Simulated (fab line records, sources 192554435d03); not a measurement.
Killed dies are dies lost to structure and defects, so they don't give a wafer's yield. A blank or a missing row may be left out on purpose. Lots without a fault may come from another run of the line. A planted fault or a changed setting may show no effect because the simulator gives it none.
Chamber matching | flow n5_finfet | N5_BEOL_M4_STRIP_19 on rie_diel-05: 4 sister chambers
The step strips in O2. 8 wafers are shown with their chamber, then 8 later ones without.

WAFERS WITH THEIR CHAMBER
wafer  | chamber | showerhead_plenum_p_Torr (Torr) | drypump_motor_current_A (A)
L074.5 | 0       | 2.12                            | 5.8
L076.1 | 3       | 2.14                            | 6.3
L081.5 | 2       | 2.05                            | 5.8
L081.6 | 1       | 2.03                            | 5.9
L085.1 | 0       | 2.11                            | 5.7
L085.4 | 2       | 2.05                            | 5.7
L085.5 | 3       | 2.13                            | 6.3
L086.1 | 1       | 2.03                            | 5.8

WAFERS WITHOUT THEIR CHAMBER
wafer  | showerhead_plenum_p_Torr (Torr) | drypump_motor_current_A (A)
L086.4 | 2.11                            | 5.7
L086.6 | 2.11                            | 5.7
L095.1 | 2.04                            | 5.8
L095.2 | 2.02                            | 5.9
L095.3 | 2.11                            | 5.7
L095.4 | 2.12                            | 6.3
L095.5 | 2.04                            | 5.8
L095.6 | 2.02                            | 5.8

WHICH CHAMBER EACH WENT THROUGH
wafer  | from the rows above     | in truth
L086.4 | 0                       | 0
L086.6 | 0                       | 0
L095.1 | can't be placed: 2 or 1 | 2
L095.2 | 1                       | 1
L095.3 | 0                       | 0
L095.4 | 3                       | 3
L095.5 | can't be placed: 2 or 1 | 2
L095.6 | 1                       | 1
Placed correctly: 6 of 8. Can't be placed from these rows: 2 (the true chamber is among the candidates in 2). Placed wrongly: 0.
How it was worked out, from the rows above alone: a wafer's distance from a chamber is the root of the sum, over the readings, of the square of ((its reading less the chamber's mean) divided by the reading's scatter). The wafer belongs to the nearest chamber; if the next one is less than 2 further off, it can't be placed. A chamber's mean is the mean of its shown wafers. The scatter: the root of (the sum of the squares of (reading less its chamber's mean) over the shown wafers, divided by (wafers less chambers)).
